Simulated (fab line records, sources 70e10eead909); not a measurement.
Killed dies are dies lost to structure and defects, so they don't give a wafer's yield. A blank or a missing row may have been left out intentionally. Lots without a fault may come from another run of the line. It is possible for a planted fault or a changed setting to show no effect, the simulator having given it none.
A struck lot beside a sound one	flow nand_harc	15 steps out of a route of 1159
Sound: the wafers L490.4, L490.5, L490.6. Wafers L493.5, L493.6 were the ones struck. Last of all comes the cause.
Per side, at each step with rows, come the tool, then ch with its chambers, and then its first start. Under that, the readings that differ: sound wafers	struck wafers	difference of the means	sigmas: that difference in standard deviations of wafers without a fault.
alike: words and numbers the same on both sides, and readings whose means are apart by under 2 such deviations; not compared: readings that were withheld, readings missing a value for some wafer, numbers with overlapping values and no deviation given by the record, and bounds like >300 which may hide the same value.
The two part at a step that has a row with sigmas, a row that says differs or no value, or rows on one side only. Numbers that have no deviation but don't overlap get no sigmas and don't part them. A reading missing from all wafers of one side parts the sides only when that side holds two or more wafers.

first, 1 step without rows for these wafers: NHARC_A_CONTACT_DESCUM_13 (chemistry O2, time 3 s).
NHARC_A_CONTACT_ETCH_88: etches the open film in CF4, target depth 39 nm, time 65 s.
  sound on rie_diel-04 ch 1,2,3, day 17 22:01; struck on rie_diel-08 ch 1,3, day 19 01:55
reading	sound	struck	difference	sigmas
rf_vpp_V (V)	150.3 151.8 151.8	147.4 150.3	-2.4	-2
  alike: chamber_pressure_mTorr, drypump_motor_current_A, oes_product_au, showerhead_plenum_p_Torr, throttle_valve_pct
  not compared: rf_hours_counter_h
then, 2 steps without rows for these wafers: NHARC_A_CONTACT_ETCH_89 (etches the open film in N2/H2, target depth 260 nm, time 475.3 s); NHARC_A_CONTACT_ETCH_30 (etches the open film in CF4/CHF3, target depth 60.5 nm, time 30.2 s).
NHARC_A_CONTACT_ETCH_31: etches the open film in O2/COS, target depth 2000 nm, time 520 s.
  sound on rie_diel-04 ch 0,2,3; struck on rie_diel-08 ch 2,3
  alike: chamber_pressure_mTorr, drypump_motor_current_A, oes_product_au, rf_vpp_V, showerhead_plenum_p_Torr, throttle_valve_pct
  not compared: rf_hours_counter_h
then, 1 step without rows for these wafers: NHARC_A_CONTACT_ETCH_134 (etches the open film in C4F8/O2/Ar, time 140 s, target depth 700 nm).
NHARC_A_CONTACT_ETCH_135: etches the open film in C4F8/O2/Ar, time 132 s, target depth 1287 nm.
  sound on har_cap_etch-01 ch 0,1, day 17 23:23; struck on har_cap_etch-03 ch 0,1, day 19 03:43
reading	sound	struck	difference	sigmas
chamber_pressure_mTorr (mTorr)	19.938 19.977 19.981	20.016 19.995	+0.040	+2
  not compared: rf_hours_counter_h
then, 3 steps without rows for these wafers: NHARC_A_CONTACT_ETCH_136 (etches the open film in C4F8/O2/Ar, time 132 s, target depth 1287 nm); NHARC_A_CONTACT_ETCH_137 (etches the open film in C4F8/O2/Ar, time 132 s, target depth 1287 nm); NHARC_A_CONTACT_ETCH_138 (etches the open film in C4F8/O2/Ar, time 132 s, target depth 1289 nm).
NHARC_A_CONTACT_ETCH_139: etches the open film in C4F8/O2/Ar, time 137 s, target depth 590 nm.
  sound on har_cap_etch-01 ch 0,1, day 18 00:12; struck on har_cap_etch-03 ch 0,1, day 19 04:16
  alike: chamber_pressure_mTorr
  not compared: rf_hours_counter_h
NHARC_A_CONTACT_ETCH_92: etches the open film in CH3F/O2, target depth 40 nm, time 85.7 s.
  sound on rie_diel-08 ch 1,2, day 18 00:32; struck on rie_diel-07 ch 2,3, day 19 04:35
  alike: chamber_pressure_mTorr, drypump_motor_current_A, oes_product_au, rf_vpp_V, showerhead_plenum_p_Torr, throttle_valve_pct
  not compared: rf_hours_counter_h
NHARC_A_CONTACT_ETCH_98: etches the open film in C4F6/O2, target depth 20 nm, time 10 s.
  sound on rie_diel-08 ch 0,1,3, day 18 00:40; struck on rie_diel-07 ch 2,3, day 19 04:40
reading	sound	struck	difference	sigmas
oes_product_au (a.u.)	0.960 0.937 0.925	0.738 0.737	-0.203	-10
  alike: chamber_pressure_mTorr, drypump_motor_current_A, rf_vpp_V, showerhead_plenum_p_Torr, throttle_valve_pct
  not compared: rf_hours_counter_h
NHARC_A_CONTACT_CD_MEAS_15:
  sound: cd_sem-03 at day 18 00:45; struck: cd_sem-02 at day 19 04:45
  alike: cd_nm
-- break in the record here, with 2 days between the starts of the struck wafers on either side (left off in module A_CONTACT, picked up again in module END, where the first step shown is number 1159 on the route) --
NHARC_END_SORT_01:
  the record has rows for the struck wafers here (prober-02 ch 0, day 21 12:03) and none for the sound ones

## WHERE THEY PART
Earliest at NHARC_A_CONTACT_ETCH_88; latest, in this record, at NHARC_END_SORT_01.

WHY: the cause the simulator had injected
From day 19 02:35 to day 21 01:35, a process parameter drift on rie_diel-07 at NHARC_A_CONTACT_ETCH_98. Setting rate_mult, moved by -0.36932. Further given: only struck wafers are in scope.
